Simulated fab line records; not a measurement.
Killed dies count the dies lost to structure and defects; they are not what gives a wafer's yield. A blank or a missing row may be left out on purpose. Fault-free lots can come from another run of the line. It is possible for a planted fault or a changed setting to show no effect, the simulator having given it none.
Comparing a struck lot with a sound one    flow n5Finfet    20 out of 1938 route steps
Sound: these wafers, L248.1, L248.3, L248.6. Wafers struck: L258.2, L258.4, L258.5. Last of all comes the cause.
Each step with rows lists, per side, the tool, then ch with its chambers, then its first start. Under that, the readings that differ: sound wafers    struck wafers    difference of the means    sigmas: that difference in standard deviations of wafers without a fault.
alike: readings with means less than 2 such deviations apart, plus words and numbers identical on both sides. not compared: withheld readings, readings lacking a value on some wafer, bounds such as >300 that could conceal the same value, and numbers that have no deviation in the record and whose values overlap.
Wherever a step has rows on one side only, a row that says differs or no value, or a row with sigmas, the two part there. Numbers that don't overlap but have no deviation are shown without sigmas and don't part them. A reading that every wafer of one side lacks parts them only if that side has two wafers or more.

N5_BEOL_M13_ETCH_67: etches SiARC in CF4, target depth 143 nm, time 238.3 s.
  sound on rieDiel-02 ch 0,3, day 11 13:46; struck on rieDiel-04 ch 0,2, day 13 21:39
  alike: drypumpMotorCurrentA, etchRfOnTimeS, oesProductAu, rfVppV, showerheadPlenumPTorr, throttleValvePct
  not compared: rfHoursCounterH
N5_BEOL_M13_ETCH_68: etches SOC in N2/H2, time 355 s.
  sound on rieDiel-02 ch 0,3, day 11 13:55; struck on rieDiel-04 ch 0,2, day 13 21:48
  alike: drypumpMotorCurrentA, oesProductAu, rfVppV, showerheadPlenumPTorr, throttleValvePct
  not compared: rfHoursCounterH
then, 3 steps without rows for these wafers: N5_BEOL_M13_STRIP_69 (strips in N2/H2); N5_BEOL_M13_TRENCH_ETCH_34 (etches SiOC in C4F8/O2/Ar, target depth 413.47 nm, time 162.6 s); N5_BEOL_M13_STRIP_70 (strips in C4F8/O2/Ar).
N5_BEOL_M13_OCD_MEAS_35:
  sound on ocd-02, day 11 14:19; struck on ocd-02, day 13 22:12
  alike: trenchDepthNm
then, 4 steps without rows for these wafers: N5_BEOL_M13_STRIP_37 (strips in N2/H2); N5_BEOL_M13_ETCH_38 (etches SiCN in CF4/N2, target depth 67.5 nm, time 71.9 s); N5_BEOL_M13_PRECLEAN_39 (cleans in residue remover, time 60 s); N5_BEOL_M13_SRD_40 (time 30 s, dry time 30 s).
N5_BEOL_M13_DEGAS_41: time 60 s.
  sound on pvdSputter-01, day 11 16:19; struck on pvdSputter-02, day 13 22:49
  alike: heaterPowerW
then, 1 step without rows for these wafers: N5_BEOL_M13_PRE_CLEAN_42 (time 30 s).
N5_BEOL_M13_SPUTTER_43: material TaN, target thk 15 nm, time 24.19 s.
  sound on pvdSputter-01, day 11 16:24; struck on pvdSputter-02, day 13 22:54
reading                                      sound           struck        difference  sigmas
model.TaN_of_BEOL_M13_SPUTTER_43.thkNm (nm)  14.6 15.2 14.8  20 20.2 19.6  +5          
  alike: biasV, throttleValvePct
N5_BEOL_M13_SPUTTER_44: material Ta, target thk 10 nm, time 16.13 s.
  sound on pvdSputter-01, day 11 16:29; struck on pvdSputter-02, day 13 22:59
  alike: biasV, throttleValvePct
then, 2 steps without rows for these wafers: N5_BEOL_M13_SPUTTER_45 (material Cu, target thk 80 nm, time 13.33 s); N5_BEOL_M13_ECD_47 (material Cu, target thk 936 nm).
N5_BEOL_M13_ANNEAL_48: time 90 s.
  sound on rtpAnneal-02 ch 0, day 11 16:50; struck on rtpAnneal-01 ch 0, day 13 23:34
reading           sound              struck             difference  sigmas
wafer_temp_C_max  225.9 227.7 226.7  225.5 225.8 225.6  -1.1        -3
N5_BEOL_M13_CMP_49: polishes, stops on SiOC, t overpolish 17.1 s, target thk 420 nm.
  sound on cmp-02 ch 0,2,3, day 11 17:08; struck on cmp-04 ch 0,1,2, day 13 23:49
reading                    sound           struck          difference  sigmas
barrierFieldEndpointS (s)  30.5 30.8 28.5  36.8 37.2 36.3  +6.8        +9
  alike: motorCurrentA
N5_BEOL_M13_THK_MEAS_50: measures by xrf.
  sound on filmMetro-02, day 11 17:26; struck on filmMetro-02, day 14 00:07
  alike: M13_THK
N5_PASSIVATION_PROBE_49:
  sound on prober-02, day 13 00:03; struck on prober-01, day 15 01:22
  alike: defectLimitedYield, killed_at_M0_to_M3, killed_at_M4_up, killedAtContacts, killedAtFrontEnd, killedAtOther, killedDies, killedOpen, killedShort, sort_bin_5_function, sort_bin_6_memory, sortNPass, sortYieldPct

WHERE THEY PART
First at N5_BEOL_M13_ANNEAL_48; last, within this record, at N5_BEOL_M13_CMP_49. Later steps at which nothing parts them and some readings are alike: N5_BEOL_M13_THK_MEAS_50, N5_PASSIVATION_PROBE_49.

WHY: the cause the simulator had injected
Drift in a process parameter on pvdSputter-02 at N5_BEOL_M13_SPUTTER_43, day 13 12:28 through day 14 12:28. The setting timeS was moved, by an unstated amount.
